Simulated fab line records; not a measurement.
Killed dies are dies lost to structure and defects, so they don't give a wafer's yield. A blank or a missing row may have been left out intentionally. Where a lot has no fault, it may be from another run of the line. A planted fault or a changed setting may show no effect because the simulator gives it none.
Shared-tool check :: flow n5Finfet :: 12 lots, 35 wafers sampled

WHY THIS WAS OPENED
N5_BEOL_M11_OVL_MEAS_12, reading M11_OVL: flagged on 2 of 12 lots. Wafers without a fault read 0.0 nm, standard deviation 0.97.
Rule: a lot is flagged when every wafer of it that has a number lies more than 4 standard deviations from that mean, or none has a number. As for the other lots, they are considered sound.

lot: L855
measured: day 10 14:07
on: overlay-02
M11_OVL (nm), wafer by wafer: -0.2 0.8 0.5
flag: 

lot: L856
measured: day 10 21:19
on: overlay-02
M11_OVL (nm), wafer by wafer: -1.0 -0.4 -0.8
flag: 

lot: L858
measured: day 11 00:59
on: overlay-02
M11_OVL (nm), wafer by wafer: 1.0 0.4 1.1
flag: 

lot: L857
measured: day 11 04:48
on: overlay-01
M11_OVL (nm), wafer by wafer: -1.0 0.1 0.1
flag: 

lot: L860
measured: day 12 10:33
on: overlay-01
M11_OVL (nm), wafer by wafer: 0.9 -1.2 0.3
flag: 

lot: L859
measured: day 12 10:43
on: overlay-02
M11_OVL (nm), wafer by wafer: -1.7 -1.4
flag: 

lot: L861
measured: day 12 17:44
on: overlay-02
M11_OVL (nm), wafer by wafer: 0.9 0.9 -0.9
flag: 

lot: L865
measured: day 13 22:29
on: overlay-02
M11_OVL (nm), wafer by wafer: 4.9 4.3 5.4
flag: FLAGGED

lot: L872
measured: day 15 09:23
on: overlay-01
M11_OVL (nm), wafer by wafer: 6.5 6.0 7.1
flag: FLAGGED

lot: L875
measured: day 16 05:22
on: overlay-01
M11_OVL (nm), wafer by wafer: 0.7 -0.3 0.4
flag: 

lot: L878
measured: day 16 15:02
on: overlay-02
M11_OVL (nm), wafer by wafer: -0.3 0.0 1.4
flag: 

lot: L876
measured: day 16 18:44
on: overlay-02
M11_OVL (nm), wafer by wafer: 0.3 0.5 1.0
flag: 
The mean of the flagged lots' numbers is 5.7 nm, +5.7 nm from the usual (+6 standard deviations).

WHICH TOOL EACH LOT WENT THROUGH
Before the reading, the record contains 3 process steps out of a 1938-step route. Each cell gives the tool, then ch followed by the chambers the sampled wafers passed through, then the start.
lot: L855
flag: 
N5_BEOL_M10_CURE_72: uvCure-01 ch 0, day 10 09:34
N5_BEOL_M10_ANNEAL_51: rtpAnneal-02 ch 0, day 10 11:26
N5_BEOL_M11_EXPOSE_08: arfiScanner-02 ch 0, day 10 13:59

lot: L856
flag: 
N5_BEOL_M10_CURE_72: uvCure-03 ch 0, day 10 16:49
N5_BEOL_M10_ANNEAL_51: rtpAnneal-02 ch 0, day 10 18:17
N5_BEOL_M11_EXPOSE_08: arfiScanner-02 ch 0, day 10 21:09

lot: L858
flag: 
N5_BEOL_M10_CURE_72: uvCure-03 ch 2, day 10 20:30
N5_BEOL_M10_ANNEAL_51: rtpAnneal-02 ch 0, day 10 22:38
N5_BEOL_M11_EXPOSE_08: arfiScanner-02 ch 0, day 11 00:50

lot: L857
flag: 
N5_BEOL_M10_CURE_72: uvCure-02 ch 2, day 10 23:25
N5_BEOL_M10_ANNEAL_51: rtpAnneal-02 ch 0, day 11 01:14
N5_BEOL_M11_EXPOSE_08: arfiScanner-01 ch 0, day 11 04:39

lot: L860
flag: 
N5_BEOL_M10_CURE_72: uvCure-03 ch 1, day 12 05:26
N5_BEOL_M10_ANNEAL_51: rtpAnneal-02 ch 0, day 12 07:20
N5_BEOL_M11_EXPOSE_08: arfiScanner-03 ch 0, day 12 10:24

lot: L859
flag: 
N5_BEOL_M10_CURE_72: uvCure-01 ch 1, day 12 05:39
N5_BEOL_M10_ANNEAL_51: rtpAnneal-02 ch 0, day 12 07:34
N5_BEOL_M11_EXPOSE_08: arfiScanner-01 ch 0, day 12 10:34

lot: L861
flag: 
N5_BEOL_M10_CURE_72: uvCure-02 ch 1, day 12 13:55
N5_BEOL_M10_ANNEAL_51: rtpAnneal-01 ch 0, day 12 15:20
N5_BEOL_M11_EXPOSE_08: arfiScanner-02 ch 0, day 12 17:35

lot: L865
flag: FLAGGED
N5_BEOL_M10_CURE_72: uvCure-01 ch 2, day 13 14:52
N5_BEOL_M10_ANNEAL_51: rtpAnneal-02 ch 0, day 13 19:02
N5_BEOL_M11_EXPOSE_08: arfiScanner-02 ch 0, day 13 22:20

lot: L872
flag: FLAGGED
N5_BEOL_M10_CURE_72: uvCure-01 ch 0, day 15 03:08
N5_BEOL_M10_ANNEAL_51: rtpAnneal-01 ch 0, day 15 05:14
N5_BEOL_M11_EXPOSE_08: arfiScanner-02 ch 0, day 15 09:14

lot: L875
flag: 
N5_BEOL_M10_CURE_72: uvCure-03 ch 1, day 15 23:19
N5_BEOL_M10_ANNEAL_51: rtpAnneal-02 ch 0, day 16 01:20
N5_BEOL_M11_EXPOSE_08: arfiScanner-03 ch 0, day 16 05:13

lot: L878
flag: 
N5_BEOL_M10_CURE_72: uvCure-03 ch 0, day 16 08:34
N5_BEOL_M10_ANNEAL_51: rtpAnneal-01 ch 0, day 16 11:29
N5_BEOL_M11_EXPOSE_08: arfiScanner-01 ch 0, day 16 14:53

lot: L876
flag: 
N5_BEOL_M10_CURE_72: uvCure-01 ch 2, day 16 13:15
N5_BEOL_M10_ANNEAL_51: rtpAnneal-02 ch 0, day 16 15:37
N5_BEOL_M11_EXPOSE_08: arfiScanner-01 ch 0, day 16 18:35
What these steps do:
- N5_BEOL_M10_CURE_72: cures SiCOH lowk, time 120 s.
- N5_BEOL_M10_ANNEAL_51: time 90 s.
- N5_BEOL_M11_EXPOSE_08: exposes mask M11.
- N5_BEOL_M11_OVL_MEAS_12

FLAGGED OVER TOTAL, TOOL BY TOOL (the gauges that took the reading come last)
step: N5_BEOL_M10_CURE_72
tool: uvCure-01
lots run: 5
flagged: 2
share of the flagged lots: all
sound lots run after its first flagged lot: 1 (L876)

step: N5_BEOL_M10_CURE_72
tool: uvCure-02
lots run: 2
flagged: 0
share of the flagged lots: none
sound lots run after its first flagged lot: -

step: N5_BEOL_M10_CURE_72
tool: uvCure-03
lots run: 5
flagged: 0
share of the flagged lots: none
sound lots run after its first flagged lot: -

step: N5_BEOL_M10_ANNEAL_51
tool: rtpAnneal-01
lots run: 3
flagged: 1
share of the flagged lots: some
sound lots run after its first flagged lot: 1 (L878)

step: N5_BEOL_M10_ANNEAL_51
tool: rtpAnneal-02
lots run: 9
flagged: 1
share of the flagged lots: some
sound lots run after its first flagged lot: 2 (L875,L876)

step: N5_BEOL_M11_EXPOSE_08
tool: arfiScanner-01
lots run: 4
flagged: 0
share of the flagged lots: none
sound lots run after its first flagged lot: -

step: N5_BEOL_M11_EXPOSE_08
tool: arfiScanner-02
lots run: 6
flagged: 2
share of the flagged lots: all
sound lots run after its first flagged lot: 0

step: N5_BEOL_M11_EXPOSE_08
tool: arfiScanner-03
lots run: 2
flagged: 0
share of the flagged lots: none
sound lots run after its first flagged lot: -

step: N5_BEOL_M11_OVL_MEAS_12
tool: overlay-01
lots run: 4
flagged: 1
share of the flagged lots: some
sound lots run after its first flagged lot: 1 (L875)

step: N5_BEOL_M11_OVL_MEAS_12
tool: overlay-02
lots run: 8
flagged: 1
share of the flagged lots: some
sound lots run after its first flagged lot: 2 (L878,L876)

WHAT IS ALLOWED BY THE TABLE
Every flagged lot went through 2 rows of the table: uvCure-01 at N5_BEOL_M10_CURE_72 and arfiScanner-02 at N5_BEOL_M11_EXPOSE_08.
- uvCure-01 at N5_BEOL_M10_CURE_72: 2 of its 5 lots flagged. Sound lots ran on it after the first flagged one (L876), which a lasting fault on the whole tool wouldn't allow.
- arfiScanner-02 at N5_BEOL_M11_EXPOSE_08: 2 of its 6 lots flagged. Last sound lot L861 at day 12 17:35, first flagged lot L865 at day 13 22:20; a fault beginning in between fits.
One tool is left: arfiScanner-02 at N5_BEOL_M11_EXPOSE_08.

WHAT WAS PUT IN BY THE SIMULATOR
Scanner matching overlay: arfiScanner-02, from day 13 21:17 on, at N5_BEOL_M11_EXPOSE_08. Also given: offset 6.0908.
Struck lots among those shown: L865, L872. The rule above found the same.
